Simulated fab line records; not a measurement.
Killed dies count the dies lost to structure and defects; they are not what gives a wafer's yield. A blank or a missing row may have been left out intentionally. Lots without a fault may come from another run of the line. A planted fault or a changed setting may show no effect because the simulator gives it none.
Matching of chambers -- flow n5_finfet -- N5_BEOL_M1_ILD_DEP_00 on pecvd-04 has 3 sister chambers
The step deposits SiOC from DEMS/O2, target thk 79 nm, time 15.3 s. 3 wafers are shown with their chamber, then 8 later ones without.

WAFERS, EACH WITH ITS CHAMBER
wafer,chamber,showerhead_plenum_p_Torr (Torr)
L084.4,0,5.685
L084.6,2,5.714
L089.2,1,5.707

WAFERS WITH NO CHAMBER GIVEN
wafer,showerhead_plenum_p_Torr (Torr)
L089.4,5.707
L089.5,5.709
L090.2,5.677
L090.3,5.696
L090.4,5.705
L095.1,5.666
L095.4,5.710
L095.5,5.677

WHICH CHAMBER EACH ONE RAN IN
wafer,from the rows above,in truth
L089.4,can't be placed: 1 or 2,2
L089.5,can't be placed: 1 or 2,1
L090.2,0,0
L090.3,can't be placed: 0 or 1 or 2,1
L090.4,can't be placed: 1 or 2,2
L095.1,0,0
L095.4,can't be placed: 1 or 2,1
L095.5,0,0
3 of 8 placed correctly. Can't be placed from these rows: 5 (the true chamber is among the candidates in 5). Number placed wrongly: 0.
How it was worked out, from the rows above alone: a wafer's distance from a chamber is the root of the sum, over the readings, of the square of ((its reading less the chamber's mean) divided by the reading's scatter). If the next closest chamber is less than 2 further off than the closest, the wafer can't be placed; otherwise it belongs to the closest. A chamber's mean is the mean of its shown wafers. The scatter: with one shown wafer a chamber, the root of the mean of the squares of how far each hidden wafer lies from its nearest shown one.
